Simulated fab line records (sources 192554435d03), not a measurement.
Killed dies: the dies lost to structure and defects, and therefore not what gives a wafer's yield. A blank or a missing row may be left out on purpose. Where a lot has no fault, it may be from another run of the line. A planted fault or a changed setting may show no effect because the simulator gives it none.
Split-lot study | flow n5Finfet | 21 wafers read from 7 lots, route of 1938 steps

THE SPLIT
At N5_MOL_CONTACT_COAG_CVD_140 (deposits W, target thk 66.5 nm, time 215 s), the setting targetThkA was moved away from the recipe's 665 angstrom on 10 of the 21 wafers read, by -9.5% to +12.9%. All remaining wafers had this setting at the recipe value.

The reading comes from the split's own step.

THE READING
W_of_MOL_CONTACT_COAG_CVD_140.thkNm (the simulator's own value, which no gauge read), in nm, at N5_MOL_CONTACT_COAG_CVD_140 (deposits W, target thk 66.5 nm, time 215 s). No usual value for it is given in the file. Here, 11 wafers ran the recipe; their average is 66.1 nm with a standard deviation of 0.54 nm.

wafer  | tool, chamber at the split | targetThkA as run, angstrom | against the recipe | W_of_MOL_CONTACT_COAG_CVD_140.thkNm, nm | against lot-mates on the recipe
L075.1 | cvdW-02, 0,1               | 637.3                       | -4.2%              | 64                                      | no lot-mate on the recipe
L075.2 | cvdW-02, 0,1               | 637.3                       | -4.2%              | 64                                      | no lot-mate on the recipe
L075.6 | cvdW-02, 1                 | 637.3                       | -4.2%              | 64.2                                    | no lot-mate on the recipe
L076.1 | cvdW-02, 1                 | 609.4                       | -8.4%              | 60.6                                    | -5.3
L076.3 | cvdW-02, 1                 | 665                         | recipe             | 66.2                                    | -
L076.5 | cvdW-02, 0                 | 665                         | recipe             | 65.6                                    | -
L080.2 | cvdW-02, 1                 | 665                         | recipe             | 66.4                                    | -
L080.3 | cvdW-02, 0                 | 751                         | +12.9%             | 74.6                                    | +8.2
L080.4 | cvdW-02, 1                 | 751                         | +12.9%             | 75.2                                    | +8.8
L083.3 | cvdW-02, 1                 | 665                         | recipe             | 66                                      | -
L083.4 | cvdW-02, 0                 | 725.8                       | +9.1%              | 72.2                                    | +6.2
L083.5 | cvdW-02, 1                 | 725.8                       | +9.1%              | 72.8                                    | +6.8
L084.1 | cvdW-01, 1                 | 665                         | recipe             | 65.4                                    | -
L084.2 | cvdW-01, 0                 | 665                         | recipe             | 67.6                                    | -
L084.5 | cvdW-01, 1                 | 665                         | recipe             | 66.2                                    | -
L092.3 | cvdW-02, 0                 | 665                         | recipe             | 66.2                                    | -
L092.4 | cvdW-02, 1                 | 665                         | recipe             | 65.8                                    | -
L092.5 | cvdW-02, 1                 | 665                         | recipe             | 66                                      | -
L094.1 | cvdW-02, 1                 | 601.8                       | -9.5%              | 59.4                                    | -6.8
L094.4 | cvdW-02, 0                 | 665                         | recipe             | 66.2                                    | -
L094.5 | cvdW-02, 1                 | 601.8                       | -9.5%              | 58.8                                    | -7.4
Where a row lists several chambers, the file gives one row for several wafers and doesn't say which wafer went through which chamber.

THE FIT
A straight line over all 21 wafers: W_of_MOL_CONTACT_COAG_CVD_140.thkNm changes by +0.682 nm for each +1% of targetThkA; r = +0.99; the points scatter about the line by 0.57 nm.
The same after taking each lot's own level away (the mean of its wafers on the recipe; 18 wafers): +0.69 nm for each +1%; r = +0.99; scatter 0.53 nm.
The reading moves by 8.9 nm for the largest change in targetThkA, on that fit.
Across the lots, their own levels run from 65.90 to 66.40 nm, a range of 0.9 times the standard deviation given above.
Consequently the slope shifts little with the lot-to-lot level, the two slopes agreeing.
Check: with one of the wafers moved furthest among these (+12.9%) left out of the fit, the line predicts +9.08 nm for it against its lot-mates. It came out at +8.2 nm against them.

FURTHER SPLITS ON THESE WAFERS
Before the reading, these wafers also passed through other splits. Each is held against what the fit with the lots' levels taken away leaves over:
other split on the same wafers         | wafers away from the commonest value | r with W_of_MOL_CONTACT_COAG_CVD_140.thkNm (lot level and that fit taken away)
N5_SDB_COAT_05 spinRpm                 | 7                                    | +0.23
N5_HKMG_FIN_ETCH_55 timeS              | 4                                    | +0.02
N5_HKMG_FIN_ETCH_58 sourceW            | 9                                    | -0.30
N5_MOL_CONTACT_COAG_VIA_ETCH_117 biasW | 4                                    | -0.38

FILE'S OWN FIT
W_of_MOL_CONTACT_COAG_CVD_140.thkNm changes by +0.684 nm for each +1% of targetThkA, r = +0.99.
